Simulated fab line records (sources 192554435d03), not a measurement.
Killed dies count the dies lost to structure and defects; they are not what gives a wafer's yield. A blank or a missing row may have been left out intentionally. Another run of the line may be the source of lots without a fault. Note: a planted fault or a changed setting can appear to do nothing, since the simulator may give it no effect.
fab line records    flow n5Finfet
record lots=6  wafers=18  lastDay=17
route steps=1938 shown BEOL_M0@742 BEOL_M1@751 BEOL_M4@1111
lots with no fault: from the same line, run without faults
startH: hours from the record's opening day to when the first of the lot's shown wafers began    waitH: hours since the lot's step before    " same as the row above    L1.1+2: a single row standing in for several wafers    - no value, or no start given    * or withheld: withheld    < > ~ a bound
route shown NAME@n: names a module that has steps shown in the file, with the first one's number in the route    usual: the fault-free wafers' mean and standard deviation    same: alike in all rows    chamber/n: place in a boat    sites: per-site readings    _std_site: how widely they spread, as a standard deviation    _edge_site: inner sites' mean taken away from outer sites' mean    radiusMm: how far each site lies from the wafer's centre    mask NAME#n: copy n    behind: tool/chamber where the wafer was last shaped    hold: cause of the lot's hold/its duration in hours/its outcome    device: the n, p or np transistor that did not switch    end of line: at the end of the route, the tests of the same wafers    for a step that has no rows: nothing shown but its recipe    killed: dies lost to structure and defects at the first sort, not the wafer's yield    map: dies across one wafer; x = killed, . = not, _ = none there
set.NAME: setting as actually run; set.NAME@STEP: the setting as run at that earlier step    model.NAME: the simulator's own value behind a step, which no gauge read
lots at selected steps of the route; one table per step, one row per wafer
services: when a tool's chamber went out of use (startH, in hours from the record's first day, below 0 if earlier), for how many hours, and the reason
## steps
# step N5_BEOL_M0_ANNEAL_119
# recipe tempC=225  timeS=90  ambient=N2
# step N5_BEOL_M0_CMP_120
# recipe stopOn=SiOC  tOverpolishS=6.9  downForcePsi=1  platenRpm=50  clearingPlatenDownForcePsi=1.5  clearingPlatenRpm=50  postCmpClean=cuAlkaline  clearingPlatenPadVelocityMS=0.99484  padVelocityMS=0.99484
# step N5_BEOL_M0_PRE_CLEAN_131
# recipe gas=NH3/H2  timeS=15  tempC=*  rfPowerW=300
# step N5_BEOL_M0_CO_CAP_123
# recipe material=Co  targetThkA=20  tempC=200  precursor=CCTBA/H2  pressureTorr=30  timeS=102.1
# step N5_BEOL_M0_PRE_CLEAN_124
# recipe gas=NH3  timeS=15  tempC=withheld  rfPowerW=300
# step N5_BEOL_M0_DEP_125
# recipe material=SiCN  targetThkA=80  tempC=withheld  precursor=3MS/NH3  pressureTorr=3  rfW=202  timeS=14
# usual chamberPressureTorr=3.000/0.0068  rfFwdPowerW=199.4/1.1  showerheadPlenumPTorr=3.670/0.011  showerheadVppV=868/33  throttleValvePct=8.7/0.44
lot.wafer  tool      chamber  startH  waitH  chamberPressureTorr  rfFwdPowerW  showerheadPlenumPTorr  showerheadVppV  throttleValvePct
L645.1     pecvd-02  1        148.54  0.0    2.999                200.6        3.653                  875             9.2
L645.3     "         0        "       "      3.000                198.0        3.683                  882             8.8
L645.6     "         0        "       "      2.994                197.7        3.677                  880             8.9
L648.1     pecvd-03  1        154.01  0.0    3.001                201.0        3.675                  869             9.0
L648.5     "         1        "       "      2.989                201.7        3.668                  852             9.1
L648.6     "         0        "       "      2.991                199.5        3.683                  828             8.6
L655.2     pecvd-01  0        192.35  0.0    3.007                201.0        3.647                  856             9.1
L655.4     "         2        "       "      3.002                197.5        3.663                  830             8.9
L655.5     "         1        "       "      2.997                200.2        3.666                  852             8.9
L663.2     pecvd-03  2        221.86  0.0    3.002                197.7        3.665                  905             7.8
L663.3     "         1        "       "      2.995                200.0        3.678                  879             9.1
L663.6     "         0        "       "      2.997                198.7        3.676                  807             9.1
L661.2     pecvd-03  2        222.54  0.0    3.019                197.5        3.672                  909             7.8
L661.3     "         1        "       "      3.014                200.6        3.684                  870             8.9
L661.5     "         0        "       "      2.999                198.2        3.680                  809             8.7
L664.2     pecvd-02  1        239.06  0.0    2.999                200.0        3.661                  871             9.0
L664.3     "         0        "       "      2.989                197.6        3.681                  906             8.9
L664.6     "         1        "       "      2.998                200.6        3.651                  882             9.1
# step N5_BEOL_M0_RS_MEAS_126
# recipe thkMeasGauge=four-point-probe  reads=Co_of_BEOL_M0_CO_CAP_123+Cu_of_BEOL_M0_ECD_118+Co_of_BEOL_M0_CVD_115+TaN_of_BEOL_M0_ALD_136
# usual M0_RS=0.532/0.017
lot.wafer  tool          chamber  startH  waitH  M0_RS[ohm/sq]
L645.1     filmMetro-02  -        148.61  0.0    0.535
L645.3     "             -        "       "      0.544
L645.6     "             -        "       "      0.509
L648.1     filmMetro-02  -        154.07  0.0    0.554
L648.5     "             -        "       "      0.525
L648.6     "             -        "       "      0.524
L655.2     filmMetro-02  -        192.42  0.1    0.543
L655.4     "             -        "       "      0.537
L655.5     "             -        "       "      0.537
L663.2     filmMetro-02  -        221.93  0.1    0.542
L663.3     "             -        "       "      0.549
L663.6     "             -        "       "      0.532
L661.2     filmMetro-01  -        222.61  0.1    0.545
L661.3     "             -        "       "      0.533
L661.5     "             -        "       "      0.536
L664.2     filmMetro-02  -        239.14  0.1    0.545
L664.3     "             -        "       "      0.545
L664.6     "             -        "       "      0.527
# step N5_BEOL_M0_INSPECT_127
# recipe inspectInstrument=darkfield  mode=postDep
# usual rawDefectCount=78/30
lot.wafer  tool              chamber  startH  waitH  rawDefectCount
L645.1     defectInspect-01  -        148.63  0.0    69
L645.3     "                 -        "       "      58
L645.6     "                 -        "       "      69
L648.1     defectInspect-01  -        154.10  0.0    58
L648.5     "                 -        "       "      32
L648.6     "                 -        "       "      42
L655.2     defectInspect-01  -        192.45  0.0    80
L655.4     "                 -        "       "      51
L655.5     "                 -        "       "      91
L663.2     defectInspect-02  -        221.95  0.0    74
L663.3     "                 -        "       "      129
L663.6     "                 -        "       "      82
L661.2     defectInspect-02  -        222.63  0.0    79
L661.3     "                 -        "       "      88
L661.5     "                 -        "       "      103
L664.2     defectInspect-01  -        239.17  0.0    77
L664.3     "                 -        "       "      122
L664.6     "                 -        "       "      76
# step N5_BEOL_M1_ILD_DEP_00
# recipe material=SiOC  targetThkA=790  tempC=350  precursor=DEMS/O2  pressureTorr=5  rfW=500  timeS=15.3
# step N5_BEOL_M1_THK_MEAS_01
# recipe reads=SiOC_of_BEOL_M1_ILD_DEP_00
# usual M1_ILD_THK=79.0/1.2
lot.wafer  tool          chamber  startH  waitH  M1_ILD_THK[nm]
L645.1     filmMetro-01  -        148.75  0.1    78.0
L645.3     "             -        "       "      79.9
L645.6     "             -        "       "      79.7
L648.1     filmMetro-01  -        154.20  0.0    80.4
L648.5     "             -        "       "      81.5
L648.6     "             -        "       "      80.6
L655.2     filmMetro-01  -        192.55  0.1    77.3
L655.4     "             -        "       "      79.4
L655.5     "             -        "       "      80.3
L663.2     filmMetro-01  -        222.06  0.1    77.5
L663.3     "             -        "       "      77.3
L663.6     "             -        "       "      79.1
L661.2     filmMetro-02  -        222.74  0.1    76.0
L661.3     "             -        "       "      78.7
L661.5     "             -        "       "      79.9
L664.2     filmMetro-02  -        239.27  0.1    77.5
L664.3     "             -        "       "      78.5
L664.6     "             -        "       "      79.8
# step N5_BEOL_M1_PECVD_72
# recipe material=SiO2  targetThkA=160  tempC=400  precursor=TEOS/O2  pressureTorr=5.5  rfW=450  teosFlowSccm=53.8  gas=O2  flowSccm=3000  timeS=18
# step N5_BEOL_M1_HM_DEP_02
# recipe material=TiN  targetThkA=200  tempC=25  chamberPressurePa=0.49996
# usual chamberPressurePa=0.4999/0.00089  substrateTempC=24.98/0.12  throttleValvePct=30.1/0.88
lot.wafer  tool           chamber  startH  waitH  chamberPressurePa  substrateTempC  throttleValvePct
L645.1     pvdSputter-02  -        148.94  0.1    0.4996             24.97           29.6
L645.3     "              -        "       "      0.4999             24.95           29.9
L645.6     "              -        "       "      0.5002             24.99           29.9
L648.1     pvdSputter-03  -        154.73  0.5    0.5013             24.90           30.8
L648.5     "              -        "       "      0.5000             24.94           30.8
L648.6     "              -        "       "      0.4995             25.19           32.3
L655.2     pvdSputter-02  -        194.19  1.6    0.4994             25.16           29.9
L655.4     "              -        "       "      0.5002             24.96           30.0
L655.5     "              -        "       "      0.4995             25.19           29.5
L663.2     pvdSputter-03  -        222.40  0.3    -                  -               -
L663.3     "              -        "       "      -                  -               -
L663.6     "              -        "       "      -                  -               -
L661.2     pvdSputter-02  -        223.16  0.4    -                  -               -
L661.3     "              -        "       "      -                  -               -
L661.5     "              -        "       "      -                  -               -
L664.2     pvdSputter-02  -        241.20  1.9    0.5009             24.74           29.5
L664.3     "              -        "       "      0.5001             25.17           30.7
L664.6     "              -        "       "      0.4984             24.75           29.7
# step N5_BEOL_M1_COAT_61
# recipe resist=SOC  tempC=250  timeS=60  spinRpm=1500  resistThkNm=60
# step N5_BEOL_M1_COAT_62
# recipe resist=SiARC  tempC=220  timeS=60  spinRpm=1500  resistThkNm=12
# step N5_BEOL_M1_COAT_73
# recipe resist=underlayer  tempC=205  timeS=60  spinRpm=1500  resistThkNm=5
# step N5_BEOL_M1_COAT_05
# recipe resist=CAR-EUV  spinRpm=1500  resistThkNm=30
# step N5_BEOL_M1_EBR_07
# recipe solvent=PGMEA  ebrWidthMm=1.5
# step N5_BEOL_M1_SOFTBAKE_06
# recipe tempC=110  timeS=60  resist=CAR-EUV
# step N5_BEOL_M1_EXPOSE_08
# recipe maskId=M1  na=0.33  sourceShape=dipole  sigmaInner=0.369  sigmaOuter=0.767  polarization=unpolarized  doseMj=33
# step N5_BEOL_M1_PEB_09
# recipe pebTempC=100  pebTimeS=60  resist=CAR-EUV
# step N5_BEOL_M1_DEVELOP_10
# recipe developTimeS=30  developer=TMAH  resist=CAR-EUV  rinseLiquid=surfactantRinse  dry=airSpin  devTempC=23
# step N5_BEOL_M1_CD_MEAS_11
# recipe targetCdNm=17.05  landingEnergyEv=500  detector=seInlens  polarity=opening
# usual cdNm=17.07/0.26
lot.wafer  tool      chamber  startH  waitH  cdNm
L645.1     cdSem-03  0        149.47  -      16.80
L645.3     "         0        "       "      17.11
L645.6     "         0        "       "      16.97
L648.1     cdSem-01  0        155.12  -      17.53
L648.5     "         0        "       "      17.54
L648.6     "         0        "       "      17.27
L655.2     cdSem-02  0        194.70  -      17.16
L655.4     "         0        "       "      16.55
L655.5     "         0        "       "      17.16
L663.2     cdSem-03  0        222.91  -      16.92
L663.3     "         0        "       "      17.44
L663.6     "         0        "       "      17.15
L661.2     cdSem-01  0        223.55  -      17.01
L661.3     "         0        "       "      17.24
L661.5     "         0        "       "      17.20
L664.2     cdSem-01  0        241.71  -      17.76
L664.3     "         0        "       "      17.12
L664.6     "         0        "       "      16.92
# step N5_BEOL_M1_OVL_MEAS_12
# recipe pointsPerWafer=522
# usual M1_OVL=-0.2/0.74
lot.wafer  tool        chamber  startH  waitH  M1_OVL[nm]
L645.1     overlay-02  0        149.50  0.0    0.3
L645.3     "           0        "       "      -0.1
L645.6     "           0        "       "      1.5
L648.1     overlay-02  0        155.15  0.0    -0.7
L648.5     "           0        "       "      -0.5
L648.6     "           0        "       "      -0.4
L655.2     overlay-01  0        194.75  0.0    0.3
L655.4     "           0        "       "      1.3
L655.5     "           0        "       "      0.3
L663.2     overlay-01  0        222.95  0.0    -0.6
L663.3     "           0        "       "      0.3
L663.6     "           0        "       "      -1.1
L661.2     overlay-01  0        223.59  0.0    -1.3
L661.3     "           0        "       "      -0.9
L661.5     "           0        "       "      -0.1
L664.2     overlay-01  0        241.75  0.0    -1.4
L664.3     "           0        "       "      -0.8
L664.6     "           0        "       "      -1.4
# step N5_BEOL_M1_INSPECT_13
# recipe mode=adi  inspectInstrument=brightfield
# usual rawDefectCount=418/90
lot.wafer  tool              chamber  startH  waitH  rawDefectCount
L645.1     defectInspect-01  -        149.56  0.1    487
L645.3     "                 -        "       "      485
L645.6     "                 -        "       "      401
L648.1     defectInspect-02  -        155.21  0.1    297
L648.5     "                 -        "       "      310
L648.6     "                 -        "       "      296
L655.2     defectInspect-01  -        194.80  0.0    489
L655.4     "                 -        "       "      602
L655.5     "                 -        "       "      404
L663.2     defectInspect-01  -        223.00  0.0    278
L663.3     "                 -        "       "      345
L663.6     "                 -        "       "      278
L661.2     defectInspect-02  -        223.64  0.0    217
L661.3     "                 -        "       "      281
L661.5     "                 -        "       "      272
L664.2     defectInspect-02  -        241.80  0.0    311
L664.3     "                 -        "       "      479
L664.6     "                 -        "       "      538
# step N5_BEOL_M1_DESCUM_16
# recipe chemistry=O2  timeS=7  sourcePowerW=50  biasPowerW=20  pressureMtorr=20  rfFrequencyHz=2.712e+07  tempC=40  resist=CAR-EUV  o2FlowSccm=225
# usual biasPowerW=20.00/0.06  drypumpMotorCurrentA=5.7/0.46  o2FlowSccm=225.0/0.72  oesProductAu=0.78/0.1  rfVppV=243.4/1.3  showerheadPlenumPTorr=2.11/0.072  tempC=39.99/0.11  throttleValvePct=20.4/0.35
lot.wafer  tool        chamber  startH  waitH  biasPowerW  drypumpMotorCurrentA  o2FlowSccm  oesProductAu  rfHoursCounterH  rfVppV  showerheadPlenumPTorr  tempC  throttleValvePct
L645.1     rieDiel-04  1        149.59  0.0    20.05       6.3                   224.0       0.69          224              240.9   2.00                   39.79  20.8
L645.3     "           0        "       "      19.99       5.2                   225.3       0.97          2                245.3   2.26                   40.14  20.2
L645.6     "           0        "       "      19.93       5.2                   225.2       0.97          -                244.8   2.26                   40.32  20.2
L648.1     rieDiel-04  3        155.24  0.0    20.05       5.0                   225.3       0.90          22               243.6   2.10                   39.87  19.7
L648.5     "           3        "       "      20.03       5.0                   225.3       0.90          -                243.3   2.10                   39.87  19.7
L648.6     "           2        "       "      20.06       4.9                   225.8       0.82          -                243.6   2.15                   39.88  20.5
L655.2     rieDiel-05  1        194.84  0.0    20.03       5.5                   225.3       0.70          214              243.1   2.05                   39.86  20.4
L655.4     "           2        "       "      20.07       5.8                   223.7       0.90          22               242.5   2.03                   39.74  20.0
L655.5     "           0        "       "      20.03       6.4                   226.4       0.71          -                244.3   2.16                   40.20  20.7
L663.2     rieDiel-05  0        223.03  0.0    20.02       6.5                   224.8       0.69          203              244.6   2.16                   39.86  20.7
L663.3     "           2        "       "      19.98       5.8                   224.9       0.89          30               242.6   2.03                   39.96  20.0
L663.6     "           2        "       "      19.96       5.8                   224.9       0.89          -                243.1   2.02                   40.03  20.0
L661.2     rieDiel-05  1        223.67  0.0    19.88       5.6                   225.9       0.68          223              243.1   2.05                   39.99  20.4
L661.3     "           2        "       "      20.14       5.8                   224.4       0.89          31               242.4   2.02                   40.08  20.0
L661.5     "           1        "       "      19.93       5.5                   226.0       0.69          -                243.3   2.05                   40.01  20.4
L664.2     rieDiel-05  0        241.83  0.0    19.91       6.5                   224.5       0.69          210              243.9   2.16                   40.18  20.8
L664.3     "           1        "       "      20.06       5.5                   226.0       0.69          230              242.1   2.05                   40.07  20.4
L664.6     "           1        "       "      20.02       5.5                   225.2       0.68          -                243.1   2.05                   40.06  20.4
# step N5_BEOL_M1_ETCH_74
# recipe chemistry=N2/H2  target=underlayer  targetDepthA=65  maskMaterial=CAR-EUV  timeS=5.2  ionEnergyEv=200  pressureMtorr=30  sourceW=840  biasW=150  n2FlowSccm=200  h2FlowSccm=200  ends=cleared
# usual drypumpMotorCurrentA=5.7/0.46  etchRfOnTimeS=5.27/0.15  oesProductAu=0.67/0.089  rfVppV=524.4/2.6  showerheadPlenumPTorr=2.57/0.079  throttleValvePct=17.9/0.34
lot.wafer  tool        chamber  startH  waitH  drypumpMotorCurrentA  etchRfOnTimeS  oesProductAu  rfHoursCounterH  rfVppV  showerheadPlenumPTorr  throttleValvePct
L645.1     rieDiel-04  1        149.63  0.0    6.2                   4.96           0.60          224              520.0   2.41                   18.1
L645.3     "           0        "       "      5.3                   5.16           0.84          2                530.1   2.69                   17.1
L645.6     "           0        "       "      5.3                   5.15           0.84          -                531.0   2.69                   17.1
L648.1     rieDiel-04  3        155.28  0.0    5.0                   5.45           0.76          22               526.1   2.59                   17.4
L648.5     "           3        "       "      5.1                   5.39           0.77          -                523.2   2.59                   17.4
L648.6     "           2        "       "      4.9                   5.19           0.69          -                525.8   2.58                   17.7
L655.2     rieDiel-05  1        194.87  0.0    5.5                   5.53           0.58          214              523.7   2.54                   18.1
L655.4     "           2        "       "      5.8                   5.15           0.79          22               521.3   2.49                   17.5
L655.5     "           0        "       "      6.5                   5.18           0.60          -                528.6   2.62                   18.1
L663.2     rieDiel-05  0        223.07  0.0    6.5                   5.24           0.60          203              527.0   2.61                   18.2
L663.3     "           2        "       "      5.7                   5.16           0.77          30               520.9   2.49                   17.5
L663.6     "           2        "       "      5.8                   5.15           0.77          -                522.6   2.49                   17.5
L661.2     rieDiel-05  1        223.71  0.0    5.5                   5.51           0.57          223              521.5   2.53                   18.1
L661.3     "           2        "       "      5.7                   5.15           0.78          31               522.7   2.49                   17.5
L661.5     "           1        "       "      5.6                   5.48           0.58          -                522.2   2.53                   18.1
L664.2     rieDiel-05  0        241.87  0.0    6.5                   5.24           0.60          210              526.1   2.61                   18.2
L664.3     "           1        "       "      5.6                   5.50           0.57          230              526.2   2.53                   18.1
L664.6     "           1        "       "      5.5                   5.51           0.57          -                523.7   2.53                   18.1
# step N5_BEOL_M1_ETCH_63
# recipe chemistry=CF4  target=SiARC  targetDepthA=156  maskMaterial=CAR-EUV  timeS=26  ionEnergyEv=80  pressureMtorr=40  sourceW=545  biasW=36  Ar_flow_sccm=100  cf4FlowSccm=100  ends=cleared
# usual drypumpMotorCurrentA=5.7/0.46  etchRfOnTimeS=26.3/0.81  mfcArSccm=100.0/0.3  oesProductAu=0.67/0.089  rfVppV=184.3/1.2  showerheadPlenumPTorr=2.16/0.064  throttleValvePct=15.6/0.33
lot.wafer  tool        chamber  startH  waitH  drypumpMotorCurrentA  etchRfOnTimeS  mfcArSccm  oesProductAu  rfHoursCounterH  rfVppV  showerheadPlenumPTorr  throttleValvePct
L645.1     rieDiel-04  1        149.64  0.0    6.2                   25.1           99.5       0.60          224              182.0   2.06                   15.9
L645.3     "           0        "       "      5.2                   26.2           100.3      0.83          2                186.0   2.27                   15.0
L645.6     "           0        "       "      5.3                   25.9           100.3      0.84          -                186.4   2.27                   15.0
L648.1     rieDiel-04  3        155.29  0.0    5.0                   26.9           100.1      0.76          22               184.4   2.18                   15.1
L648.5     "           3        "       "      5.0                   26.8           100.2      0.76          -                182.8   2.18                   15.1
L648.6     "           2        "       "      4.9                   25.5           99.7       0.71          -                183.6   2.16                   15.5
L655.2     rieDiel-05  1        194.89  0.0    5.5                   27.8           100.6      0.58          214              186.2   2.10                   15.6
L655.4     "           2        "       "      5.8                   26.0           100.0      0.78          22               183.9   2.09                   15.2
L655.5     "           0        "       "      6.5                   27.0           100.0      0.61          -                185.6   2.21                   15.9
L663.2     rieDiel-05  0        223.09  0.0    6.5                   26.8           100.2      0.60          203              183.9   2.21                   15.9
L663.3     "           2        "       "      5.8                   25.6           100.2      0.79          30               183.0   2.08                   15.2
L663.6     "           2        "       "      5.7                   25.8           100.2      0.77          -                183.6   2.08                   15.2
L661.2     rieDiel-05  1        223.73  0.0    5.5                   27.6           100.2      0.58          223              182.7   2.10                   15.7
L661.3     "           2        "       "      5.8                   25.4           100.0      0.79          31               183.5   2.08                   15.2
L661.5     "           1        "       "      5.5                   27.6           100.0      0.58          -                182.6   2.10                   15.7
L664.2     rieDiel-05  0        241.89  0.0    6.5                   26.9           100.4      0.60          210              184.7   2.20                   15.9
L664.3     "           1        "       "      5.5                   27.5           100.1      0.58          230              183.5   2.10                   15.7
L664.6     "           1        "       "      5.5                   27.5           100.1      0.57          -                183.9   2.10                   15.7
# step N5_BEOL_M1_ETCH_64
# recipe chemistry=N2/H2  target=SOC  targetDepthA=750  overetchA=150  maskMaterial=SiARC  tempC=40  timeS=112.5  ionEnergyEv=200  pressureMtorr=30  sourceW=840  biasW=150  n2FlowSccm=200  h2FlowSccm=200
# step N5_BEOL_M1_STRIP_65
# recipe chemistry=N2/H2  tempC=40  n2FlowSccm=200  h2FlowSccm=200  rfFrequencyHz=6e+07
# step N5_BEOL_M1_STRIP_75
# recipe chemistry=N2/H2  tempC=40  n2FlowSccm=200  h2FlowSccm=200  rfFrequencyHz=6e+07
# step N5_BEOL_M1_STRIP_66
# recipe chemistry=CF4  resist=SiARC  powerW=300  biasPowerW=75  pressureMtorr=50  cf4FlowSccm=150  rfFrequencyHz=6e+07
# step N5_BEOL_M1_HM_OPEN_17
# recipe chemistry=Cl2/BCl3  targetDepthA=200  overetchA=60  target=TiN  maskMaterial=SOC  ionEnergyEv=150  pressureMtorr=10  icpW=1000  biasW=126  Cl2_flow_sccm=53.25  bcl3FlowSccm=21.75  Ar_flow_sccm=25
# usual drypumpMotorCurrentA=5.67/0.29  mfcArSccm=25.00/0.08  oesProductAu=0.70/0.079  throttleValvePct=21.97/0.16
lot.wafer  tool         chamber  startH  waitH  drypumpMotorCurrentA  mfcArSccm  oesProductAu  rfHoursCounterH  throttleValvePct  model.etch.depthNm
L645.1     rieMetal-02  0        149.84  0.0    6.12                  25.04      0.76          11               21.98             19.94
L645.3     "            0        "       "      6.11                  25.13      0.75          -                21.98             19.78
L645.6     "            0        "       "      6.10                  25.01      0.75          -                21.99             19.71
L648.1     rieMetal-03  1        155.49  0.0    5.67                  24.94      0.66          38               22.00             19.89
L648.5     "            0        "       "      5.64                  24.88      0.79          -                21.90             20.02
L648.6     "            1        "       "      5.67                  24.95      0.66          -                21.99             19.92
L655.2     rieMetal-02  0        195.08  0.0    6.17                  25.03      0.74          16               21.99             20.01
L655.4     "            1        "       "      5.50                  24.99      0.71          -                21.85             19.77
L655.5     "            0        "       "      6.14                  24.97      0.74          -                22.00             19.78
L663.2     rieMetal-03  1        223.28  0.0    5.66                  24.92      0.29          43               22.68             0
L663.3     "            1        "       "      5.65                  24.99      0.28          -                22.67             0
L663.6     "            1        "       "      5.66                  24.94      0.28          -                22.66             0
L661.2     rieMetal-01  0        223.95  0.1    5.04                  25.12      0.22          -                23.10             0
L661.3     "            0        "       "      5.03                  25.04      0.21          -                23.10             0
L661.5     "            0        "       "      5.03                  25.05      0.21          -                23.12             0
L664.2     rieMetal-03  0        242.08  0.0    5.66                  24.91      0.75          15               21.92             19.69
L664.3     "            0        "       "      5.64                  25.00      0.76          -                21.89             19.87
L664.6     "            1        "       "      5.64                  25.07      0.64          -                22.00             19.86
# step N5_BEOL_M1_STRIP_19
# recipe chemistry=O2  powerW=400  tempC=40  pressureMtorr=30  rfFrequencyHz=6e+07  biasPowerW=0  overashFraction=0.2  o2FlowSccm=225
# usual drypumpMotorCurrentA=5.6/0.44  o2FlowSccm=225.0/0.66  oesProductAu=0.79/0.1  rfVppV=3.7/0.54  showerheadPlenumPTorr=2.12/0.077  tempC=39.99/0.11  throttleValvePct=16.6/0.36
# same biasPowerW=0  overashFraction=0.2
lot.wafer  tool        chamber  startH  waitH  drypumpMotorCurrentA  o2FlowSccm  oesProductAu  rfHoursCounterH  rfVppV  showerheadPlenumPTorr  tempC  throttleValvePct
L645.1     rieDiel-05  3        149.95  0.1    5.3                   225.2       0.70          228              3.2     2.09                   40.06  17.1
L645.3     "           2        "       "      5.7                   224.3       0.95          9                3.1     2.04                   40.00  16.2
L645.6     "           2        "       "      5.7                   223.7       0.95          -                3.9     2.04                   39.84  16.2
L648.1     rieDiel-04  1        155.60  0.1    6.2                   226.6       0.70          226              3.3     2.00                   40.05  17.0
L648.5     "           1        "       "      6.2                   225.5       0.70          -                3.9     2.00                   40.01  17.0
L648.6     "           0        "       "      5.3                   226.5       0.96          -                3.0     2.26                   39.95  16.3
L655.2     rieDiel-04  3        195.19  0.1    5.0                   224.1       0.89          32               3.2     2.10                   40.13  16.0
L655.4     "           1        "       "      6.2                   224.3       0.68          236              3.3     2.00                   40.14  17.0
L655.5     "           1        "       "      6.2                   224.5       0.69          -                4.5     2.00                   40.05  17.0
L663.2     rieDiel-02  3        223.39  0.1    5.4                   225.1       0.87          47               3.4     2.23                   39.95  16.5
L663.3     "           1        "       "      5.8                   225.2       0.71          193              4.1     2.16                   39.83  16.9
L663.6     "           1        "       "      5.9                   224.3       0.70          -                4.0     2.16                   39.89  16.9
L661.2     rieDiel-05  0        224.12  0.1    6.5                   225.4       0.70          203              4.4     2.16                   39.96  17.0
L661.3     "           2        "       "      5.8                   224.2       0.90          31               4.9     2.03                   40.09  16.3
L661.5     "           0        "       "      6.5                   225.2       0.69          -                2.9     2.16                   40.02  17.0
L664.2     rieDiel-02  1        242.27  0.2    5.8                   225.4       0.69          198              3.5     2.16                   39.93  16.9
L664.3     "           2        "       "      5.7                   226.3       0.95          4                3.2     2.09                   39.73  16.8
L664.6     "           3        "       "      5.4                   224.9       0.86          -                4.8     2.23                   39.97  16.5
# step N5_BEOL_M1_CD_MEAS_18
# recipe pitchNm=36  targetCdNm=18
# usual cdNm=17.9/0.34
lot.wafer  tool      chamber  startH  waitH  cdNm
L645.1     cdSem-03  -        150.02  0.0    18.3
L645.3     "         -        "       "      18.2
L645.6     "         -        "       "      18.1
L648.1     cdSem-03  -        155.67  0.0    18.0
L648.5     "         -        "       "      18.6
L648.6     "         -        "       "      18.2
L655.2     cdSem-03  -        195.27  0.1    17.8
L655.4     "         -        "       "      17.4
L655.5     "         -        "       "      18.3
L663.2     cdSem-01  -        223.46  0.1    -
L663.3     "         -        "       "      -
L663.6     "         -        "       "      -
L661.2     cdSem-01  -        224.19  0.1    -
L661.3     "         -        "       "      -
L661.5     "         -        "       "      -
L664.2     cdSem-01  -        242.34  0.1    17.5
L664.3     "         -        "       "      17.8
L664.6     "         -        "       "      17.7
# step N5_BEOL_M1_COAT_67
# recipe resist=SOC  tempC=250  timeS=60  spinRpm=1500  resistThkNm=60
# step N5_BEOL_M4_RC_MEAS_101
# usual DIBL_N=36.6/2.1  DIBL_P=36.5/2.7  IOFF_N=0.17/0.043  IOFF_P=0.22/0.045  ION_N=674/17  ION_P=461/9.9  SS_N=71.7/0.79  SS_P=73.4/0.79  VT_N=249/4  VT_P=-250/3.3
lot.wafer  tool       chamber  startH  waitH  DIBL_N[mV/V]  DIBL_P[mV/V]  IOFF_N[nA/um]  IOFF_P[nA/um]  ION_N[uA/um]  ION_P[uA/um]  SS_N[mV/dec]  SS_P[mV/dec]  VT_N[mV]  VT_P[mV]
L645.1     prober-01  0        188.71  0.0    36.8          36.1          0.18           0.18           654           447           72.2          72.9          251       -254
L645.3     "          0        "       "      40.6          41.4          0.26           0.27           689           467           72.5          74.1          244       -250
L645.6     "          0        "       "      38.3          37.8          0.19           0.20           671           450           72.8          73.2          250       -253
L648.1     prober-02  0        199.94  0.0    39.4          39.3          0.29           0.36           702           479           73.4          74.3          241       -240
L648.5     "          0        "       "      34.6          33.6          0.15           0.23           674           461           70.7          73.1          247       -245
L648.6     "          0        "       "      38.3          38.8          0.25           0.34           720           493           72.0          74.1          242       -239
L655.2     prober-01  0        238.64  0.2    34.2          32.1          0.12           0.17           669           460           70.4          73.7          253       -252
L655.4     "          0        "       "      36.5          35.2          0.16           0.21           669           464           71.3          72.4          249       -249
L655.5     "          0        "       "      34.8          32.7          0.12           0.17           659           457           71.3          72.1          254       -254
L664.2     prober-01  0        282.97  0.2    37.2          37.1          0.17           0.24           668           456           71.3          73.7          249       -245
L664.3     "          0        "       "      39.4          41.0          0.26           0.31           711           484           71.9          74.3          242       -247
L664.6     "          0        "       "      35.5          35.6          0.14           0.21           658           458           70.4          73.3          251       -248
## services
tool           chamber  startH  hours  kind
rieDiel-04     0        124.66  -      clean
rieDiel-04     0        124.66  -      consumableReplace:focusRing
rieDiel-04     0        124.66  -      consumableReplace:showerhead
rieDiel-04     0        124.66  17.3   scheduledDown
rieDiel-04     0        124.66  17.3   ventCycle
rieDiel-02     0        137.14  1.7    repair
rieDiel-05     0        139.20  12.1   repair
rieMetal-01    1        144.96  112.8  repair
pvdSputter-02  -        152.82  8.3    repair
pecvd-03       -        158.00  6.0    pm
rieMetal-03    1        165.66  1.4    repair
rieDiel-02     2        167.26  2.7    repair
rieDiel-04     3        171.42  1.6    repair
rieMetal-01    -        188.23  0.6    repair
rieDiel-04     1        190.80  1.3    repair
pecvd-01       0        196.20  4.1    repair
rieDiel-02     2        204.99  -      clean
rieDiel-02     2        204.99  -      consumableReplace:focusRing
rieDiel-05     3        222.62  -      clean
rieDiel-05     3        222.62  -      consumableReplace:focusRing
rieDiel-05     3        222.62  24.3   scheduledDown
rieDiel-05     3        222.62  24.3   ventCycle
pecvd-03       -        225.44  0.3    repair
rieDiel-05     -        229.87  0.2    repair
## key
firstSign step=N5_BEOL_M1_HM_DEP_02  reading=toolRecord  direction=missing
effect step=N5_BEOL_M1_HM_OPEN_17  reading=oesProductAu  direction=down  sigmas=5.7  usual=0.70  struck=0.25
effect step=N5_BEOL_M1_CD_MEAS_18  reading=cdNm  direction=missing
modelEffect step=N5_BEOL_M1_HM_OPEN_17  value=etch.depthNm  without=19.87  struck=0
metAt N5_BEOL_M1_HM_DEP_02
struckWafers L661.2,L661.3,L661.5,L663.2,L663.3,L663.6
laterRowsLeftOut L661.2,L661.3,L661.5,L663.2,L663.3,L663.6
sortLeftOut L661.2,L661.3,L661.5,L663.2,L663.3,L663.6
onsetBetween 194.19 222.40
fault kind=skippedStepWhole  tool=pvdSputter-02,pvdSputter-03  chamber=-  onsetH=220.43  steps=N5_BEOL_M1_HM_DEP_02  scope=struckLotsOnly
# sortLeftOut: the simulated sort isn't trusted on such a fault, so these wafers' sort isn't shown, and their yield isn't known
# laterRowsLeftOut: the simulator's readings of these wafers behind a module that went badly wrong aren't trusted and aren't shown, but for the sort
